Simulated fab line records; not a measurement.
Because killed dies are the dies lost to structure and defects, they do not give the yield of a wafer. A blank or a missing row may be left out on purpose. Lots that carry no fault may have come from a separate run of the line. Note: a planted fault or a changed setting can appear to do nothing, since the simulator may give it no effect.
A lot that was struck, set against a sound lot ; flow nandHarc ; 36 steps out of a route of 1302
Sound: wafers L649.1, L649.3, L649.4. The struck wafers were L664.1, L664.3, L664.6. The cause is named last.
Order at every step that has rows: each side's tool, ch and its chambers, its first start. Under that, the readings that differ: sound wafers ; struck wafers ; difference of the means ; sigmas: that difference in standard deviations of wafers without a fault.
alike: a reading whose means differ by less than 2 such deviations, as well as words and numbers matching on both sides. not compared: withheld readings; readings where some wafer has no value; bounds like >300 that might hide an equal value; numbers whose values overlap and for which the record gives no deviation.
A row with sigmas, a row that says differs or no value, or rows on one side alone: a step with any of these is where the two part. Numbers that don't overlap but have no deviation are shown without sigmas and don't part them. A reading that every wafer of one side lacks parts them only if that side has two wafers or more.

first, 6 steps without rows for these wafers: NHARC_A_STAIRCASE_STRIP_317 (strips in SPM, time 900 s); NHARC_A_STAIRCASE_PRECLEAN_318 (cleans in SC1); NHARC_A_STAIRCASE_SRD_329; NHARC_A_STAIRCASE_ALD_415 (deposits SiO2, target thk 30 nm, pulse time 6 s, ald cycles 300); NHARC_A_STAIRCASE_ETCHBACK_416 (etches the open film in C4F8/O2/Ar, target depth 36 nm, time 7.2 s); NHARC_A_STAIRCASE_STRIP_476 (strips in O2, time 20 s).
NHARC_A_STAIRCASE_DEP_417: deposits Si3N4, target thk 60 nm.
  sound on pecvd-02 ch 0,1, day 17 16:08; struck on pecvd-03 ch 0,1, day 23 05:41
reading;sound;struck;difference;sigmas
heaterPowerW (W);655 680 644;825 783 809;+146;+2
  alike: rfFwdPowerW
then, 4 steps without rows for these wafers: NHARC_A_STAIRCASE_WET_418 (chemistry H3PO4, target depth 20 nm); NHARC_A_STAIRCASE_PRECLEAN_419 (cleans in SC1); NHARC_A_STAIRCASE_SRD_421; NHARC_A_STAIRCASE_ALD_420 (deposits SiO2, target thk 20 nm, pulse time 6 s, ald cycles 200).
NHARC_A_STAIRCASE_CVD_552: deposits SiNx, target thk 40 nm.
  sound on lpcvd-01 ch 0, day 18 02:23; struck on lpcvd-02 ch 0, day 23 13:15
  alike: spikeTcUpperC, zonePowerBottomPct
then, 2 steps without rows for these wafers: NHARC_A_STAIRCASE_DEP_151 (deposits SiO2, target thk 7200 nm); NHARC_A_STAIRCASE_ANNEAL_320 (time 1800 s).
NHARC_A_STAIRCASE_DEP_322: deposits SiO2, target thk 7200 nm.
  sound on pecvd-02 ch 1,2, day 18 13:23; struck on pecvd-04 ch 0,2, day 24 02:35
  alike: heaterPowerW, rfFwdPowerW
then, 14 steps without rows for these wafers: NHARC_A_STAIRCASE_ANNEAL_323 (time 1800 s); NHARC_A_STAIRCASE_DEP_325 (deposits SiO2, target thk 7200 nm); NHARC_A_STAIRCASE_ANNEAL_326 (time 1800 s); NHARC_A_STAIRCASE_DEHYDRATE_433 (time 120 s); NHARC_A_STAIRCASE_HMDS_434 (time 30 s); NHARC_A_STAIRCASE_COAT_435; NHARC_A_STAIRCASE_SOFTBAKE_436 (time 170 s); NHARC_A_STAIRCASE_EBR_437; NHARC_A_STAIRCASE_EXPOSE_438 (exposes mask STAIR REV); NHARC_A_STAIRCASE_PEB_439 (peb time 130 s); NHARC_A_STAIRCASE_DEVELOP_440 (time 140 s); NHARC_A_STAIRCASE_HARDBAKE_442 (time 140 s); NHARC_A_STAIRCASE_DESCUM_443 (chemistry O2, time 3 s); NHARC_A_STAIRCASE_ETCH_444 (etches the open film in C4F8/O2, target depth 20400 nm, time 6800 s).
NHARC_A_STAIRCASE_STRIP_446: strips in O2.
  sound on plasmaAsher-02 ch 0,1, day 19 11:32; struck on plasmaAsher-02 ch 0, day 25 00:03
  alike: drypumpMotorCurrentA, heaterPowerW
  not compared: rfHoursCounterH
then, 3 steps without rows for these wafers: NHARC_A_STAIRCASE_STRIP_447 (strips in SPM, time 900 s); NHARC_A_STAIRCASE_PRECLEAN_448 (cleans in SC1); NHARC_A_STAIRCASE_SRD_449.
NHARC_A_STAIRCASE_CMP_450: polishes SiO2, target thk 200 nm.
  sound on cmp-03 ch 0,2,3, day 19 12:20; struck on cmp-04 ch 1,3, day 25 00:48
  alike: edgeZonePressureFrac, motorCurrentA
NHARC_A_STAIRCASE_CMP_152: polishes.
  sound on cmp-03 ch 0,2,3, day 19 12:25; struck on cmp-04 ch 1,3, day 25 00:53
  alike: edgeZonePressureFrac, motorCurrentA
-- the record jumps here: 5 days lie between the struck wafers' starts before and after (it left off in module A_STAIRCASE and takes up again in module END, whose first step shown is number 1302 of the route) --
NHARC_END_SORT_01:
  at this point the record logs the struck wafers (prober-02 ch 0, day 30 10:28) and has no rows for the sound ones

WHERE THEY PART
Last at NHARC_END_SORT_01 as far as this record goes, first at NHARC_A_STAIRCASE_DEP_417.

WHY: what the simulator had put in
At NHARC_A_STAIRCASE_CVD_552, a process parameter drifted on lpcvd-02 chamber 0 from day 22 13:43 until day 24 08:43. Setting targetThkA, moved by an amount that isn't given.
